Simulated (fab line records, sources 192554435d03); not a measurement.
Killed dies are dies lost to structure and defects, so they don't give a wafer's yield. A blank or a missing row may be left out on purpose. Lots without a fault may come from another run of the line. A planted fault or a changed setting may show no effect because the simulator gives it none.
A struck lot beside a sound one | flow n5_finfet | 18 steps out of a route of 1938
Sound: wafers L565.2, L565.3, L565.4. Struck: wafers L582.4, L582.6. (L582.5 of the same lot was not struck and is left out.) The cause comes at the end.
At each step with rows: each side's tool, then ch and its chambers, then its first start. Under that, the readings that differ: sound wafers | struck wafers | difference of the means | sigmas: that difference in standard deviations of wafers without a fault.
alike: readings whose means differ by less than 2 such deviations, and words and numbers that are the same on both sides. not compared: withheld readings, readings that some wafer has no value for, bounds like >300 that may hide the same value, and numbers for which the record gives no deviation and whose values overlap.
The two part at a step that has a row with sigmas, a row that says differs or no value, or rows on one side only. Numbers that don't overlap but have no deviation are shown without sigmas and don't part them. A reading that every wafer of one side lacks parts them only if that side has two wafers or more.

N5_BEOL_M15_ETCH_61: etches BARC in N2/H2, target depth 89 nm, overetch 26.7 nm, time 67.9 s.
  sound on rie_diel-04 ch 0,1, day 12 02:31; struck on rie_diel-03 ch 0,3, day 16 16:35
  alike: drypump_motor_current_A, h2_flow_sccm, oes_product_au, rf_vpp_V, showerhead_plenum_p_Torr, throttle_valve_pct
  not compared: rf_hours_counter_h
then, 1 step without rows for these wafers: N5_BEOL_M15_TRENCH_ETCH_34 (etches SiO2 in C4F8/O2/Ar, target depth 872.93 nm, time 199 s).
N5_BEOL_M15_STRIP_36: strips in O2.
  sound on rie_diel-04 ch 0,3, day 12 05:02; struck on rie_diel-03 ch 0,2, day 16 18:36
  alike: drypump_motor_current_A, oes_product_au, rf_vpp_V, showerhead_plenum_p_Torr, throttle_valve_pct
  not compared: rf_hours_counter_h
then, 1 step without rows for these wafers: N5_BEOL_M15_STRIP_62 (strips in O2).
N5_BEOL_M15_STRIP_37: strips in O2.
  sound on rie_diel-04 ch 0,3; struck on rie_diel-03 ch 0,2
  alike: drypump_motor_current_A, oes_product_au, rf_vpp_V, showerhead_plenum_p_Torr, throttle_valve_pct
  not compared: rf_hours_counter_h
N5_BEOL_M15_ETCH_38: etches SiCN in CF4/N2, target depth 106.4 nm, time 120.5 s.
  sound on rie_diel-04 ch 0,3; struck on rie_diel-03 ch 0,2
  alike: cf4_flow_sccm, drypump_motor_current_A, oes_product_au, rf_vpp_V, showerhead_plenum_p_Torr, throttle_valve_pct
  not compared: rf_hours_counter_h
then, 5 steps without rows for these wafers: N5_BEOL_M15_PRECLEAN_39 (cleans in residue remover, time 60 s); N5_BEOL_M15_SRD_40 (time 30 s, dry time 30 s); N5_BEOL_M15_DEGAS_41 (time 60 s); N5_BEOL_M15_PRE_CLEAN_42 (time 30 s); N5_BEOL_M15_SPUTTER_43 (material TaN, target thk 15 nm, time 24.19 s).
N5_BEOL_M15_SPUTTER_44: material Ta, target thk 15 nm, time 24.19 s.
  sound on pvd_sputter-02, day 12 05:38; struck on pvd_sputter-02, day 16 19:22
  reading                                     | sound        | struck | difference | sigmas
  model.Ta_of_BEOL_M15_SPUTTER_44.thk_nm (nm) | 14.8 14.8 15 | 26 26  | +11        |
  alike: bias_v, cathode_dc_power_W, throttle_valve_pct
then, 2 steps without rows for these wafers: N5_BEOL_M15_SPUTTER_45 (material Cu, target thk 100 nm, time 16.67 s); N5_BEOL_M15_ECD_47 (material Cu, target thk 1860 nm).
N5_BEOL_M15_ANNEAL_48: time 90 s.
  sound on rtp_anneal-02 ch 0, day 12 06:15; struck on rtp_anneal-01 ch 0, day 16 21:00
  reading          | sound             | struck      | difference | sigmas
  wafer_temp_C_max | 225.5 225.7 225.3 | 227.3 226.6 | +1.4       | +2
N5_BEOL_M15_CMP_49: polishes, stops on SiO2, t overpolish 4.9 s, target thk 850 nm.
  sound on cmp-01 ch 0,1,3, day 12 06:30; struck on cmp-04 ch 2,3, day 16 21:14
  reading                      | sound             | struck      | difference | sigmas
  barrier_field_endpoint_s (s) | 11.54 11.09 11.14 | 15.13 15.49 | +4.05      | +16
  alike: motor_current_A, platen_rpm
N5_BEOL_M15_THK_MEAS_50: measures by xrf.
  sound on film_metro-01, day 12 06:48; struck on film_metro-01, day 16 21:28
  alike: M15_THK
N5_PASSIVATION_PROBE_49:
  the record has rows for the struck wafers here (prober-01, day 17 12:00) and none for the sound ones

WHERE THEY PART
First at N5_BEOL_M15_ANNEAL_48; last, within this record, at N5_PASSIVATION_PROBE_49.

WHY: what the simulator had put in
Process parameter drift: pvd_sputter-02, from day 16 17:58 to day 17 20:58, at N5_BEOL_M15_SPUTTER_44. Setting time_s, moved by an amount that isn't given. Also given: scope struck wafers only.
